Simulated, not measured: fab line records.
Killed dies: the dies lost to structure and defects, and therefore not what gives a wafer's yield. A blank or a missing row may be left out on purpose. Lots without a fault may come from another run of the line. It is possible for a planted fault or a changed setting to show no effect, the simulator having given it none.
fab line records    flow n5Finfet
[record] lots = 4  wafers = 12  lastDay = 17
route steps=1938 shown BEOL_M2@841 BEOL_M4@1111 PASSIVATION@1936
lots with no fault: from the same line, run without faults
startH: hours from the record's opening day to when the first of the lot's shown wafers began    waitH: how many hours have passed since the lot's step before this one    " identical to the entry in the row above    L1.1+2: a single row standing in for several wafers    - no value, or no start given    * or withheld: withheld    < > ~ a bound
route shown NAME@n: a module of which the file shows steps, and the number in the route of the first    usual: mean and standard deviation over wafers with no fault    same: alike in all rows    chamber/n: place in a boat    sites: per-site readings    _std_site: standard deviation across them    _edge_site: inner sites' mean taken away from outer sites' mean    radiusMm: for every site, how far away it sits from the centre of the wafer    mask NAME#n: copy n    behind: tool/chamber where the wafer was last shaped    hold: cause of the lot's hold/its duration in hours/its outcome    device: the transistor (n, p or np) that didn't switch    end of line: the route-end tests of the same wafers    a step given without rows: its recipe and nothing more    killed: count of dies lost to structure and defects at first sort (not the wafer's yield)    map: per-die view of a wafer (x killed, . not killed, _ where there is no die)
set.NAME: the run value of the setting; set.NAME@STEP: its run value at that earlier step    model.NAME: the simulator's own value behind a step, which no gauge read
lots at some steps of the route; a table a step, a row a wafer
services: when a tool's chamber went out of use (startH, in hours from the record's first day, below 0 if earlier), for how many hours, and the reason
[[steps]]
[step N5_BEOL_M2_ILD_DEP_00]
[recipe] material = SiOC  targetThkA = 790  tempC = 350  precursor = DEMS/O2  pressureTorr = 5  rfW = 500  timeS = 15.3
[step N5_BEOL_M2_PECVD_72]
[recipe] material = SiO2  targetThkA = 160  tempC = 400  precursor = TEOS/O2  pressureTorr = 5.5  rfW = 450  teosFlowSccm = 53.8  gas = O2  flowSccm = 3000  timeS = 18
[step N5_BEOL_M2_HM_DEP_02]
[recipe] material = TiN  targetThkA = 200  tempC = 25  chamberPressurePa = 0.49996
[step N5_BEOL_M2_COAT_61]
[recipe] resist = SOC  tempC = 250  timeS = 60  spinRpm = 1500  resistThkNm = 60
[step N5_BEOL_M2_COAT_62]
[recipe] resist = SiARC  tempC = 220  timeS = 60  spinRpm = 1500  resistThkNm = 12
[step N5_BEOL_M2_COAT_73]
[recipe] resist = underlayer  tempC = 205  timeS = 60  spinRpm = 1500  resistThkNm = 5
[step N5_BEOL_M2_COAT_05]
[recipe] resist = CAR-EUV  spinRpm = 1500  resistThkNm = 30
[step N5_BEOL_M2_EBR_07]
[recipe] solvent = PGMEA  ebrWidthMm = 1.5
[step N5_BEOL_M2_SOFTBAKE_06]
[recipe] tempC = 110  timeS = 60  resist = CAR-EUV
[step N5_BEOL_M2_EXPOSE_08]
[recipe] maskId = M2  na = 0.33  sourceShape = dipole  sigmaInner = 0.369  sigmaOuter = 0.767  polarization = unpolarized  doseMj = 41.25
[usual] exposureDoseMJCm2 = 41.23/0.041  stageMsdNm = 0.81/0.047
[same] sigmaInner = 0.369
lot.wafer  tool           chamber  startH  waitH  mask  exposureDoseMJCm2  stageMsdNm
L886.1     euvScanner-02  0        150.18  -      M2#0  41.27              0.86
L886.2     "              0        "       "      M2#0  41.25              0.86
L886.3     "              0        "       "      M2#0  41.25              0.86
L887.3     euvScanner-02  0        150.53  -      M2#0  41.21              0.86
L887.4     "              0        "       "      M2#0  41.21              0.86
L887.5     "              0        "       "      M2#0  41.17              0.86
L902.2     euvScanner-02  0        241.42  -      M2#0  42.28              0.85
L902.4     "              0        "       "      M2#0  42.27              0.85
L902.5     "              0        "       "      M2#0  42.27              0.85
L905.1     euvScanner-02  0        259.88  -      M2#0  42.12              0.85
L905.4     "              0        "       "      M2#0  42.14              0.85
L905.5     "              0        "       "      M2#0  42.11              0.85
[step N5_BEOL_M2_PEB_09]
[recipe] pebTempC = 100  pebTimeS = 60  resist = CAR-EUV
[step N5_BEOL_M2_DEVELOP_10]
[recipe] developTimeS = 30  developer = TMAH  resist = CAR-EUV  rinseLiquid = surfactantRinse  dry = airSpin  devTempC = 23
[step N5_BEOL_M2_DESCUM_16]
[recipe] chemistry = O2  timeS = 7  sourcePowerW = 50  biasPowerW = 20  pressureMtorr = 20  rfFrequencyHz = 2.712e+07  tempC = 40  resist = CAR-EUV  o2FlowSccm = 225
[step N5_BEOL_M2_ETCH_74]
[recipe] chemistry = N2/H2  target = underlayer  targetDepthA = 65  maskMaterial = CAR-EUV  timeS = 5.2  ionEnergyEv = 200  pressureMtorr = 30  sourceW = 840  biasW = 150  n2FlowSccm = 200  h2FlowSccm = 200  ends = cleared
[usual] drypumpMotorCurrentA = 5.6/0.43  etchRfOnTimeS = 5.13/0.091  oesProductAu = 0.71/0.073  rfVppV = 524.7/2.6  showerheadPlenumPTorr = 2.57/0.083  throttleValvePct = 17.9/0.31
lot.wafer  tool        chamber  startH  waitH  drypumpMotorCurrentA  etchRfOnTimeS  oesProductAu  rfHoursCounterH  rfVppV  showerheadPlenumPTorr  throttleValvePct  model.BEOL_M2.cdOffsetNm
L886.1     rieDiel-04  0        150.47  0.0    5.5                   5.08           0.78          24               525.2   2.59                   17.9              -0.2
L886.2     "           1        "       "      4.7                   5.32           0.58          222              525.3   2.50                   17.9              0
L886.3     "           3        "       "      5.4                   5.16           0.70          78               524.6   2.58                   18.0              -0.4
L887.3     rieDiel-02  1        150.80  0.0    5.4                   5.21           0.80          6                523.5   2.49                   17.5              -0.2
L887.4     "           0        "       "      5.7                   5.30           0.65          167              522.9   2.52                   18.0              0
L887.5     "           3        "       "      5.0                   5.20           0.65          -                524.9   2.54                   17.9              0
L902.2     rieDiel-04  0        241.70  0.0    5.6                   4.99           0.74          57               524.0   2.58                   18.0              0.6
L902.4     "           0        "       "      5.5                   4.98           0.75          -                524.2   2.58                   18.0              0.6
L902.5     "           3        "       "      5.4                   5.07           0.67          -                523.1   2.56                   18.0              0.6
L905.1     rieDiel-01  3        260.59  0.0    6.2                   5.09           0.67          128              524.8   2.66                   18.4              0.6
L905.4     "           2        "       "      5.6                   5.20           0.73          58               528.5   2.69                   17.4              0.6
L905.5     "           1        "       "      6.1                   5.21           0.63          -                521.6   2.43                   18.1              0.6
[step N5_BEOL_M2_ETCH_63]
[recipe] chemistry = CF4  target = SiARC  targetDepthA = 156  maskMaterial = CAR-EUV  timeS = 26  ionEnergyEv = 80  pressureMtorr = 40  sourceW = 545  biasW = 36  Ar_flow_sccm = 100  cf4FlowSccm = 100  ends = cleared
[step N5_BEOL_M2_ETCH_64]
[recipe] chemistry = N2/H2  target = SOC  targetDepthA = 750  overetchA = 225  maskMaterial = SiARC  tempC = 40  timeS = 121.9  ionEnergyEv = 200  pressureMtorr = 30  sourceW = 840  biasW = 150  n2FlowSccm = 200  h2FlowSccm = 200
[step N5_BEOL_M2_STRIP_65]
[recipe] chemistry = N2/H2  tempC = 40  n2FlowSccm = 200  h2FlowSccm = 200  rfFrequencyHz = 6e+07
[step N5_BEOL_M2_STRIP_75]
[recipe] chemistry = N2/H2  tempC = 40  n2FlowSccm = 200  h2FlowSccm = 200  rfFrequencyHz = 6e+07
[step N5_BEOL_M2_STRIP_66]
[recipe] chemistry = CF4  resist = SiARC  powerW = 300  biasPowerW = 75  pressureMtorr = 50  cf4FlowSccm = 150  rfFrequencyHz = 6e+07
[step N5_BEOL_M2_HM_OPEN_17]
[recipe] chemistry = Cl2/BCl3  targetDepthA = 200  overetchA = 60  target = TiN  maskMaterial = SOC  ionEnergyEv = 150  pressureMtorr = 10  icpW = 1000  biasW = 126  Cl2_flow_sccm = 53.25  bcl3FlowSccm = 21.75  Ar_flow_sccm = 25
[usual] drypumpMotorCurrentA = 6.0/0.47  oesProductAu = 0.67/0.063  throttleValvePct = 22.15/0.17
lot.wafer  tool         chamber  startH  waitH  drypumpMotorCurrentA  oesProductAu  rfHoursCounterH  throttleValvePct  model.BEOL_M2.cdOffsetNm
L886.1     rieMetal-01  1        150.69  0.0    5.6                   0.69          27               22.13             0
L886.2     "            1        "       "      5.6                   0.70          -                22.14             -0.2
L886.3     "            1        "       "      5.6                   0.69          -                22.14             -0.2
L887.3     rieMetal-01  1        151.08  0.1    5.6                   0.70          -                22.11             -0.2
L887.4     "            1        "       "      5.5                   0.70          -                22.13             -0.2
L887.5     "            1        "       "      5.6                   0.69          -                22.11             0
L902.2     rieMetal-03  0        241.92  0.0    6.2                   0.66          45               22.06             0.6
L902.4     "            0        "       "      6.2                   0.65          -                22.08             0.8
L902.5     "            0        "       "      6.2                   0.65          -                22.08             0.6
L905.1     rieMetal-01  0        260.81  0.0    6.1                   0.55          103              22.35             0.8
L905.4     "            0        "       "      6.0                   0.55          -                22.32             0.6
L905.5     "            1        "       "      5.6                   0.67          -                22.13             0.6
[step N5_BEOL_M2_STRIP_19]
[recipe] chemistry = O2  powerW = 400  tempC = 40  pressureMtorr = 30  rfFrequencyHz = 6e+07  biasPowerW = 0  overashFraction = 0.2  o2FlowSccm = 225
[step N5_BEOL_M4_RC_MEAS_101]
[usual] DIBL_N = 36.4/1.5  DIBL_P = 36.4/1.6  IOFF_N = 0.164/0.025  IOFF_P = 0.214/0.028  ION_N = 675/9.9  ION_P = 463/6.5  SS_N = 71.5/0.5  SS_P = 73.3/0.56  VT_N = 249.2/2.7  VT_P = -250.1/2.8
lot.wafer  tool       chamber  startH  waitH  DIBL_N[mV/V]  DIBL_P[mV/V]  IOFF_N[nA/um]  IOFF_P[nA/um]  ION_N[uA/um]  ION_P[uA/um]  SS_N[mV/dec]  SS_P[mV/dec]  VT_N[mV]  VT_P[mV]
L886.1     prober-02  0        179.97  0.0    35.0          35.7          0.154          0.199          675           463           71.0          73.1          251.4     -251.7
L886.2     "          0        "       "      35.9          37.1          0.160          0.214          688           469           72.0          73.8          248.7     -252.6
L886.3     "          0        "       "      37.1          38.7          0.195          0.251          693           474           72.9          73.8          248.7     -251.0
L887.3     prober-01  0        183.43  0.3    35.2          35.7          0.130          0.164          668           452           70.5          73.0          251.5     -254.6
L887.4     "          0        "       "      35.9          36.6          0.140          0.174          663           452           71.6          74.0          250.7     -256.3
L887.5     "          0        "       "      35.7          36.2          0.139          0.167          669           456           71.7          73.3          251.8     -257.6
L902.2     prober-02  0        276.93  0.2    37.1          37.2          0.163          0.237          665           459           72.0          73.6          247.4     -248.3
L902.4     "          0        "       "      35.5          34.9          0.144          0.205          674           461           71.7          73.4          250.9     -248.5
L902.5     "          0        "       "      38.8          38.8          0.211          0.275          687           469           71.7          74.8          244.4     -245.7
L905.1     prober-02  0        291.48  0.0    35.6          35.2          0.155          0.181          667           458           72.2          73.3          249.0     -252.2
L905.4     "          0        "       "      35.3          35.7          0.161          0.185          686           469           71.6          72.5          249.0     -252.1
L905.5     "          0        "       "      33.9          32.8          0.131          0.148          667           453           71.3          72.8          250.3     -256.1
[step N5_PASSIVATION_PROBE_49]
[usual] defectLimitedYield = 91.1/1.4  killed_at_M0_to_M3 = 35/8.7  killed_at_M4_up = 14/5.3  killedAtContacts = 12/6.2  killedAtFrontEnd = 41/12  killedAtOther = 3.4/2.6  killedDies = 105/16  killedOpen = 67/13  killedShort = 36/7.3  sort_bin_5_function = 5.2/0.96  sort_bin_6_memory = 3.3/0.6  sortNPass = 1075/16  sortYieldPct = 91.1/1.4
[same] grossDies = 1180  killedAtBackSide = 0  sort_bin_4_leakage[%] = 0  sort_bin_8_speed[%] = 0
lot.wafer  tool       chamber  startH  waitH  defectLimitedYield[%]  killed_at_M0_to_M3  killed_at_M4_up  killedAtContacts  killedAtFrontEnd  killedAtOther  killedDies  killedOpen  killedShort  sort_bin_5_function[%]  sort_bin_6_memory[%]  sortNPass  sortYieldPct[%]
L902.2     prober-02  -        385.53  0.1    87.4                   50                  15               20                63                1              149         85          48           7.1                     4.8                   1031       87.4
L902.4     prober-02  -        385.63  0.2    88.5                   65                  9                9                 42                11             136         79          31           6.0                     4.9                   1044       88.5
L902.5     prober-02  -        385.68  0.2    90.9                   38                  13               8                 40                8              107         49          41           5.1                     3.2                   1073       90.9
L905.1     prober-01  -        402.36  0.0    92.5                   29                  7                13                36                4              89          57          28           4.5                     2.8                   1091       92.5
L905.4     prober-01  -        402.51  0.2    90.8                   41                  12               12                43                1              109         74          30           4.8                     3.9                   1071       90.8
L905.5     prober-01  -        402.56  0.2    91.4                   48                  10               11                24                9              102         58          37           4.6                     3.6                   1078       91.4
// killed by level:class
L902.2 FIN_SAQP:geometricParticle:short=17 MOL_CONTACT_COAG:geometricParticle:open=17 FIN_SAQP:geometricParticle:open=15 BEOL_M2:areaExpose=15 BEOL_M0_SAQP:geometricParticle:short=14 STI_FIN_REVEAL:geometricParticle:open=10 BEOL_M0_SAQP:geometricParticle:open=8 BEOL_M4:geometricParticle:open=7
L902.4 BEOL_M2:areaExpose=24 FIN_SAQP:geometricParticle:short=11 FIN_SAQP:geometricParticle:open=10 BEOL_M3:geometricParticle:open=10 MOL_CONTACT_COAG:geometricParticle:open=9 BEOL_M2:geometricParticle:open=9 STI_FIN_REVEAL:geometricParticle:open=7 BEOL_M0_SAQP:geometricParticle:open=7
L902.5 FIN_SAQP:geometricParticle:short=16 BEOL_M2:areaExpose=16 STI_FIN_REVEAL:geometricParticle:open=9 BEOL_M0_SAQP:geometricParticle:open=8 MOL_CONTACT_COAG:geometricParticle:open=6 BEOL_M0_SAQP:geometricParticle:short=6 FIN_SAQP:geometricParticle:open=5 BEOL_M5:geometricParticle:open=5
L905.1 MOL_CONTACT_COAG:geometricParticle:open=10 FIN_SAQP:geometricParticle:open=9 BEOL_M0_SAQP:geometricParticle:open=8 STI_FIN_REVEAL:geometricParticle:open=7 STARTING-WAFER:geometricParticle:short=6 BEOL_M0_SAQP:geometricParticle:short=5 BEOL_M3:geometricParticle:open=4 BEOL_M1:geometricParticle:open=4
L905.4 MOL_CONTACT_COAG:geometricParticle:open=12 BEOL_M0_SAQP:geometricParticle:open=12 STI_FIN_REVEAL:geometricParticle:open=11 BEOL_M4:geometricParticle:open=9 GATE_CUT:geometricParticle:short=8 BEOL_M1:geometricParticle:open=7 BEOL_M0_SAQP:geometricParticle:short=7 BEOL_M3:geometricParticle:open=5
L905.5 BEOL_M0_SAQP:geometricParticle:short=14 BEOL_M2:geometricParticle:open=11 MOL_CONTACT_COAG:geometricParticle:open=9 BEOL_M0_SAQP:geometricParticle:open=9 BEOL_M3:geometricParticle:open=5 STI_FIN_REVEAL:geometricParticle:open=4 STARTING-WAFER:geometricParticle:short=4 BEOL_M2:areaExpose=4
[[services]]
tool           chamber  startH  hours  kind
euvScanner-02  -        134.30  1.0    pm
rieMetal-01    0        139.66  5.8    repair
rieMetal-01    0        145.57  27.8   repair
rieMetal-01    -        151.98  1.0    repair
rieDiel-02     0        180.49  4.4    repair
euvScanner-02  -        189.49  0.5    repair
euvScanner-02  -        192.56  1.0    pm
euvScanner-02  0        217.77  -      calibration
rieDiel-02     -        220.78  2.3    repair
rieDiel-04     1        229.53  -      clean
rieDiel-04     1        229.53  -      consumableReplace:focusRing
rieDiel-04     1        229.53  26.2   scheduledDown
rieDiel-04     1        229.53  26.2   ventCycle
euvScanner-02  -        246.60  1.0    pm
[[key]]
[firstSign] step = N5_BEOL_M2_EXPOSE_08  reading = exposureDoseMJCm2  direction = up  sigmas = 23  usual = 41.23  struck = 42.20
effect none on later readings
[modelEffect] step = N5_BEOL_M2_ETCH_74  value = BEOL_M2.cdOffsetNm  without = 0.1333  struck = 0.6
[modelEffect] step = N5_BEOL_M2_HM_OPEN_17  value = BEOL_M2.cdOffsetNm  without = 0.1667  struck = 0.6667
metAt N5_BEOL_M2_EXPOSE_08
struckWafers L902.2,L902.4,L902.5,L905.1,L905.4,L905.5
[loopTrim] step = N5_BEOL_M2_EXPOSE_08  setting = dose  lots = L905
onsetBetween 150.53 241.42
[fault] kind = processParameterDrift  tool = euvScanner-02  chamber = -  onsetH = 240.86  steps = N5_BEOL_M2_EXPOSE_08  channel = doseMj  offset = 1.0868  shape = step  actsIn = theseRecipesOnly  stated = 41.25
// loopTrim: a control loop set the setting to another value than it would have without faults
